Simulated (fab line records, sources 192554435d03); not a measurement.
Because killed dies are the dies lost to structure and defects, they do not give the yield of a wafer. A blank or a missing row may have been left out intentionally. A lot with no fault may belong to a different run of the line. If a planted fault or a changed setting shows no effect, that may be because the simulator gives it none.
Matching of chambers + flow n5_finfet + N5_MOL_CONTACT_COAG_CMP_28 on cmp-01 has 4 sister chambers
The step polishes, stops on SiNx, t overpolish 0.85 s, target thk 14.522 nm. 8 wafers are shown with their chamber, then 8 later ones without.

== WAFERS, EACH WITH ITS CHAMBER ==
| wafer  | chamber | motor_current_A (A) | time_to_endpoint_s (s) |
|--------|---------|---------------------|------------------------|
| L077.1 | 1       | 14.8                | 4.5                    |
| L079.3 | 2       | 13.1                | 1.5                    |
| L080.1 | 0       | 11.1                | 3.8                    |
| L080.6 | 3       | 11.1                | 3.5                    |
| L087.2 | 1       | 14.7                | 3.9                    |
| L087.4 | 0       | 10.8                | 3.8                    |
| L087.6 | 3       | 11.7                | 3.9                    |
| L088.2 | 2       | 12.3                | 3.6                    |

== WAFERS WITH NO CHAMBER GIVEN ==
| wafer  | motor_current_A (A) | time_to_endpoint_s (s) |
|--------|---------------------|------------------------|
| L088.3 | 11.0                | 5.7                    |
| L088.5 | 11.3                | 3.7                    |
| L091.2 | 12.4                | 3.8                    |
| L091.4 | 15.2                | 3.2                    |
| L091.6 | 11.5                | 4.7                    |
| L096.1 | 14.4                | 7.6                    |
| L096.2 | 11.1                | 5.7                    |
| L096.3 | 12.9                | 9.3                    |

== CHAMBER TAKEN BY EACH ==
| wafer  | from the rows above               | in truth |
|--------|-----------------------------------|----------|
| L088.3 | can't be placed: 0 or 3           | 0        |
| L088.5 | can't be placed: 3 or 0           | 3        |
| L091.2 | can't be placed: 2 or 3           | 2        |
| L091.4 | 1                                 | 1        |
| L091.6 | can't be placed: 3 or 0           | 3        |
| L096.1 | 1                                 | 1        |
| L096.2 | can't be placed: 0 or 3           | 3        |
| L096.3 | can't be placed: 1 or 3 or 2 or 0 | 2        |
2 of 8 placed correctly. These rows do not allow placing 6 (true chamber among the candidates in 6). Placed wrongly: 0.
How it was worked out, from the rows above alone: a wafer's distance from a chamber is the root of the sum, over the readings, of the square of ((its reading less the chamber's mean) divided by the reading's scatter). If the next closest chamber is less than 2 further off than the closest, the wafer can't be placed; otherwise it belongs to the closest. Each chamber's mean is taken over the wafers shown for it. The scatter: the root of (the sum of the squares of (reading less its chamber's mean) over the shown wafers, divided by (wafers less chambers)).
